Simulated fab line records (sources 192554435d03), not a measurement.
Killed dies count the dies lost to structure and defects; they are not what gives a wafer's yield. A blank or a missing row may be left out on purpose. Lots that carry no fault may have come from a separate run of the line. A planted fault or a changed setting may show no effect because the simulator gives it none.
fab line records	flow n5Finfet	part 2 of 2: steps 5 to 6 of 6
record: lots: 21	wafers: 63	lastDay: 17
route steps=1938 shown BEOL_M8@1370 BEOL_M9@1421
lots that met no fault: taken from a fault-free run of the same line
startH: the number of hours between the record's first day and the start of the first shown wafer of the lot	waitH: time in hours since the lot's previous step	" the same as in the row above	L1.1+2: one row covering several wafers at once	- no value, or no start was given	* or withheld: withheld	< > ~ a bound
route shown NAME@n: NAME is a module with steps in the file, n the number in the route of the first one	usual: mean/standard deviation of fault-free wafers	same: alike in all rows	chamber/n: place in a boat	sites: per-site readings	_std_site: how widely they spread, as a standard deviation	_edge_site: inner sites' mean taken away from outer sites' mean	radiusMm: how far each site lies from the wafer's centre	mask NAME#n: copy n	behind: the last tool/chamber to shape the wafer	hold: what put the lot on hold/how long, in hours/how the hold closed	device: whichever transistor did not switch (one of n, p or np)	end of line: tests of these same wafers at the route's end	for a step that has no rows: nothing shown but its recipe	killed: dies that structure and defects cost at the first sort, which is not the same as the wafer's yield	map: a wafer's dies, x killed, . not, _ none there
set.NAME: the setting as run; set.NAME@STEP: as run at that earlier step	model.NAME: the simulator's own value behind a step, which no gauge read
steps of the route over a sample of lots; a table a step, a row a wafer
services: from which hour (startH, from the record's first day; less than 0 if before it) a tool's chamber was out of use, for how many hours, and why
== steps ==
step: N5_BEOL_M9_STRIP_19
recipe: chemistry: O2	powerW: 400	tempC: 40	pressureMtorr: 30	rfFrequencyHz: 6e+07	biasPowerW: 0	overashFraction: 0.2	o2FlowSccm: 225
usual: chamberPressureMTorr: 30.00/0.033	drypumpMotorCurrentA: 5.7/0.38	oesProductAu: 0.76/0.089	rfVppV: 3.6/0.65	showerheadPlenumPTorr: 2.09/0.075	throttleValvePct: 16.66/0.24
same: biasPowerW: 0
lot.wafer	tool	chamber	startH	waitH	chamberPressureMTorr	drypumpMotorCurrentA	oesProductAu	rfHoursCounterH	rfVppV	showerheadPlenumPTorr	throttleValvePct
L074.2	rieDiel-01	0	205.61	0.1	30.01	5.3	0.98	7	2.8	2.14	16.27
L074.5	"	2	"	"	30.03	5.5	0.69	-	4.1	2.16	16.78
L074.6	"	1	"	"	30.01	5.6	0.70	-	4.7	2.09	16.89
L077.1	rieDiel-01	1	224.93	0.1	30.05	5.6	0.70	198	3.2	2.09	16.90
L077.4	"	3	"	"	30.01	5.5	0.68	221	3.5	2.16	16.75
L077.6	"	2	"	"	29.98	5.5	0.69	-	3.2	2.15	16.80
L078.1	rieDiel-05	1	230.49	0.1	30.07	5.7	0.78	117	3.7	1.95	16.94
L078.3	"	0	"	"	30.03	6.0	0.69	224	3.7	1.98	16.90
L078.5	"	0	"	"	29.99	6.0	0.69	-	3.6	1.98	16.90
L079.3	rieDiel-04	0	243.30	0.1	30.00	6.6	0.79	122	3.6	2.19	16.83
L079.4	"	3	"	"	30.02	5.4	0.85	78	1.7	2.03	16.44
L079.6	"	2	"	"	30.07	5.6	0.75	-	4.3	2.08	16.26
L080.1	rieDiel-05	0	246.15	0.1	30.02	6.0	0.69	229	3.1	1.98	16.89
L080.2	"	2	"	"	29.98	5.5	0.85	55	4.9	2.14	16.31
L080.6	"	3	"	"	30.07	5.5	0.72	-	4.0	1.99	16.63
L081.3	rieDiel-01	3	250.43	0.1	29.95	5.5	0.68	230	4.6	2.16	16.76
L081.5	"	1	"	"	30.02	5.6	0.69	-	3.4	2.09	16.90
L081.6	"	2	"	"	30.05	5.5	0.68	-	3.2	2.15	16.82
L082.1	rieDiel-01	0	254.93	0.1	30.00	5.3	0.95	22	2.7	2.14	16.30
L082.3	"	3	"	"	30.05	5.5	0.69	231	3.3	2.16	16.75
L082.6	"	2	"	"	30.05	5.5	0.68	-	3.5	2.15	16.82
L083.2	rieDiel-04	3	255.91	0.1	30.01	5.4	0.84	82	4.4	2.03	16.46
L083.5	"	1	"	"	30.01	6.5	0.70	-	3.6	2.09	16.68
L083.6	"	2	"	"	30.06	5.6	0.75	-	3.7	2.08	16.29
L084.1	rieDiel-01	0	279.26	0.1	30.07	5.3	0.93	29	3.7	2.14	16.31
L084.2	"	3	"	"	30.01	5.5	0.68	238	3.5	2.15	16.80
L084.5	"	3	"	"	29.93	5.5	0.69	-	2.9	2.15	16.79
L086.1	rieDiel-05	1	282.12	0.2	29.98	5.7	0.77	135	3.3	1.95	16.96
L086.2	"	0	"	"	29.97	6.1	0.68	241	2.9	1.98	16.93
L086.6	"	0	"	"	30.07	6.0	0.68	-	3.7	1.98	16.92
L087.1	rieDiel-01	3	302.40	0.1	30.04	5.4	0.66	247	4.1	2.15	16.80
L087.3	"	1	"	"	30.02	5.6	0.67	224	3.8	2.08	16.95
L087.4	"	0	"	"	29.97	5.2	0.90	-	3.2	2.13	16.32
L088.1	rieDiel-05	3	303.24	0.1	29.99	5.6	0.71	223	3.5	1.99	16.66
L088.4	"	2	"	"	29.99	5.6	0.84	68	3.7	2.14	16.37
L088.5	"	1	"	"	30.04	5.7	0.76	-	3.6	1.94	16.99
L089.1	rieDiel-04	3	303.38	0.1	30.06	5.4	0.83	95	3.3	2.03	16.47
L089.2	"	1	"	"	29.98	6.5	0.69	212	4.2	2.09	16.72
L089.6	"	1	"	"	30.03	6.5	0.68	-	3.6	2.09	16.70
L091.2	rieDiel-05	3	312.64	0.2	29.99	5.5	0.71	225	3.3	1.99	16.66
L091.4	"	2	"	"	29.99	5.6	0.83	71	4.2	2.13	16.32
L091.5	"	1	"	"	29.98	5.7	0.76	-	3.9	1.94	16.98
L090.1	rieDiel-01	3	312.67	0.2	29.97	5.5	0.67	250	4.0	2.15	16.81
L090.3	"	1	"	"	30.02	5.6	0.69	227	3.4	2.08	16.96
L090.6	"	3	"	"	30.02	5.5	0.68	-	3.0	2.15	16.81
L092.2	rieDiel-05	1	316.48	0.1	30.01	5.7	0.75	145	4.5	1.94	16.99
L092.4	"	2	"	"	30.03	5.6	0.83	-	3.4	2.13	16.36
L092.5	"	3	"	"	30.04	5.6	0.71	-	3.5	1.98	16.67
L093.1	rieDiel-04	3	328.57	0.1	29.99	5.4	0.82	103	2.7	2.03	16.50
L093.4	"	2	"	"	30.05	5.6	0.72	182	4.1	2.07	16.32
L093.6	"	1	"	"	30.00	6.5	0.69	-	3.1	2.08	16.70
L094.3	rieDiel-04	0	332.56	0.2	29.98	6.5	0.77	148	4.2	2.18	16.85
L094.5	"	0	"	"	29.96	6.6	0.77	-	3.6	2.18	16.90
L094.6	"	3	"	"	30.06	5.4	0.82	-	3.4	2.03	16.50
L096.1	rieDiel-01	2	335.63	0.1	30.01	5.5	0.94	9	4.1	2.15	16.46
L096.4	"	0	"	"	29.98	5.3	0.89	-	3.3	2.13	16.34
L096.5	"	1	"	"	30.04	5.6	0.69	-	4.1	2.08	16.99
L095.3	rieDiel-05	2	341.88	0.1	29.95	5.5	0.81	81	1.8	2.13	16.36
L095.5	"	2	"	"	30.01	5.5	0.81	-	3.9	2.13	16.36
L095.6	"	0	"	"	29.96	6.0	0.93	-	4.3	2.23	16.44
L097.3	rieDiel-05	3	352.35	0.1	30.02	5.6	0.70	-	3.2	1.98	16.68
L097.4	"	2	"	"	29.99	5.5	0.81	-	3.3	2.13	16.39
L097.5	"	3	"	"	30.02	5.5	0.69	-	3.1	1.98	16.68
step: N5_BEOL_M9_CD_MEAS_18
recipe: pitchNm: 140	targetCdNm: 70
usual: cdNm: 69.9/0.63
lot.wafer	tool	chamber	startH	waitH	cdNm
L074.2	cdSem-02	-	205.68	0.1	69.3
L074.5	"	-	"	"	70.0
L074.6	"	-	"	"	70.4
L077.1	cdSem-02	-	225.00	0.0	70.3
L077.4	"	-	"	"	71.8
L077.6	"	-	"	"	70.5
L078.1	cdSem-03	-	230.56	0.0	69.2
L078.3	"	-	"	"	69.2
L078.5	"	-	"	"	69.2
L079.3	cdSem-01	-	243.37	0.1	69.7
L079.4	"	-	"	"	69.1
L079.6	"	-	"	"	69.4
L080.1	cdSem-01	-	246.23	0.1	70.0
L080.2	"	-	"	"	69.3
L080.6	"	-	"	"	69.1
L081.3	cdSem-01	-	250.50	0.1	70.1
L081.5	"	-	"	"	69.5
L081.6	"	-	"	"	70.1
L082.1	cdSem-02	-	255.00	0.0	70.0
L082.3	"	-	"	"	69.9
L082.6	"	-	"	"	69.4
L083.2	cdSem-01	-	255.98	0.1	70.1
L083.5	"	-	"	"	70.0
L083.6	"	-	"	"	69.6
L084.1	cdSem-02	-	279.33	0.0	71.6
L084.2	"	-	"	"	70.0
L084.5	"	-	"	"	69.8
L086.1	cdSem-01	-	282.19	0.0	69.5
L086.2	"	-	"	"	68.8
L086.6	"	-	"	"	69.5
L087.1	cdSem-02	-	302.47	0.0	69.5
L087.3	"	-	"	"	70.6
L087.4	"	-	"	"	70.7
L088.1	cdSem-02	-	303.31	0.0	69.8
L088.4	"	-	"	"	70.1
L088.5	"	-	"	"	70.0
L089.1	cdSem-01	-	303.45	0.0	68.8
L089.2	"	-	"	"	68.9
L089.6	"	-	"	"	69.2
L091.2	cdSem-02	-	312.71	0.1	70.8
L091.4	"	-	"	"	69.3
L091.5	"	-	"	"	69.8
L090.1	cdSem-02	-	312.74	0.0	69.4
L090.3	"	-	"	"	71.1
L090.6	"	-	"	"	71.4
L092.2	cdSem-02	-	316.55	0.1	68.9
L092.4	"	-	"	"	68.5
L092.5	"	-	"	"	69.1
L093.1	cdSem-01	-	328.64	0.0	69.9
L093.4	"	-	"	"	69.2
L093.6	"	-	"	"	69.8
L094.3	cdSem-02	-	332.63	0.1	69.8
L094.5	"	-	"	"	68.7
L094.6	"	-	"	"	69.4
L096.1	cdSem-01	-	335.70	0.0	70.7
L096.4	"	-	"	"	70.4
L096.5	"	-	"	"	69.7
L095.3	cdSem-01	-	341.96	0.1	70.1
L095.5	"	-	"	"	69.4
L095.6	"	-	"	"	70.8
L097.3	cdSem-01	-	352.42	0.1	70.2
L097.4	"	-	"	"	70.0
L097.5	"	-	"	"	69.9
== services ==
tool	chamber	startH	hours	kind
rieDiel-06	-	178.23	14.6	pm
rieDiel-04	2	186.18	3.8	repair
uvCure-02	-	190.28	1.0	pm
rieDiel-05	1	199.14	22.3	repair
rieDiel-06	2	210.88	4.2	repair
rieDiel-04	-	219.11	0.4	repair
uvCure-01	-	220.82	7.1	pm
uvCure-03	-	246.03	7.1	pm
rieDiel-06	-	246.45	15.6	pm
rieDiel-05	2	262.35	13.6	repair
rieDiel-03	1	272.43	3.8	repair
rieDiel-01	2	275.85	-	clean
rieDiel-05	-	292.60	0.7	repair
uvCure-02	-	307.73	6.0	pm
uvCure-02	-	313.73	7.1	pm
rieDiel-06	1	325.72	3.3	repair
rieDiel-05	1	328.40	64.7	repair
uvCure-01	-	331.57	6.0	pm
rieDiel-01	3	333.67	1.7	repair
rieDiel-06	0	334.10	3.4	repair
rieDiel-06	3	336.91	10.0	repair
rieDiel-01	-	342.24	0.3	repair
rieDiel-05	0	348.81	15.9	repair
rieDiel-06	-	351.65	0.6	repair
